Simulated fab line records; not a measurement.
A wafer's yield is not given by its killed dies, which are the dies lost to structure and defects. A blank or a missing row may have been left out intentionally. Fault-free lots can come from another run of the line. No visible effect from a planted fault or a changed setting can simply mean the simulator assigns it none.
Matching of chambers ; flow n5Finfet ; 4 sister chambers for N5_HKMG_FIN_CMP_94 on cmp-01
The step polishes, stops on SiNx, t overpolish 4.7 s, target thk 43.299 nm. 18 wafers are shown with their chamber, then 9 later ones without.

## WAFERS, EACH WITH ITS CHAMBER
wafer;chamber;motorCurrentA (A);slurryFlowMlMin
L078.1;0;12.5;150.6
L078.4;2;10.1;149.9
L078.5;0;12.5;150.3
L080.1;1;10.3;149.9
L080.3;2;10.4;150.0
L080.5;0;12.3;149.8
L081.1;2;10.0;149.8
L081.2;1;10.6;150.7
L081.5;3;11.4;150.5
L083.4;2;10.3;149.6
L083.5;1;10.0;149.6
L083.6;2;10.6;149.9
L084.2;0;12.5;149.5
L084.4;2;9.6;149.9
L084.5;2;10.3;149.6
L088.1;3;11.6;150.5
L088.4;0;13.1;149.2
L088.6;0;13.1;149.7

SIGNATURES (averages over the wafers above)
reading;chamber 0;chamber 1;chamber 2;chamber 3;scatter within a chamber
motorCurrentA;12.667;10.300;10.186;11.500;0.319
slurryFlowMlMin;149.850;150.067;149.814;150.500;0.39
Rule: distance of a wafer from a chamber = root of the sum over the readings of ((wafer's reading minus chamber's mean) / reading's scatter) squared. If the next closest chamber is less than 2 further off than the closest, the wafer can't be placed; otherwise it belongs to the closest. The scatter: take each reading less its chamber's mean, square it, sum over the shown wafers, divide by the number of wafers less the number of chambers, and take the root.

## WAFERS WITHOUT THEIR CHAMBER
wafer;motorCurrentA (A);slurryFlowMlMin
L092.2;10.3;150.9
L092.3;12.1;149.9
L092.5;13.4;149.3
L094.1;10.1;150.3
L094.3;10.4;150.4
L094.4;11.6;150.3
L096.3;11.1;149.2
L096.4;10.5;149.8
L096.5;10.4;150.3

## WHICH CHAMBER EACH ONE RAN IN
wafer;from the rows above;in truth
L092.2;can't be placed: 1 or 2 or 3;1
L092.3;can't be placed: 0 or 3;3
L092.5;0;0
L094.1;can't be placed: 1 or 2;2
L094.3;can't be placed: 1 or 2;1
L094.4;3;3
L096.3;can't be placed: 2 or 1 or 3 or 0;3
L096.4;can't be placed: 1 or 2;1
L096.5;can't be placed: 1 or 2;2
Placed correctly: 2 of 9. Can't be placed from these rows: 7 (the true chamber is among the candidates in 7). Placed wrongly: 0.
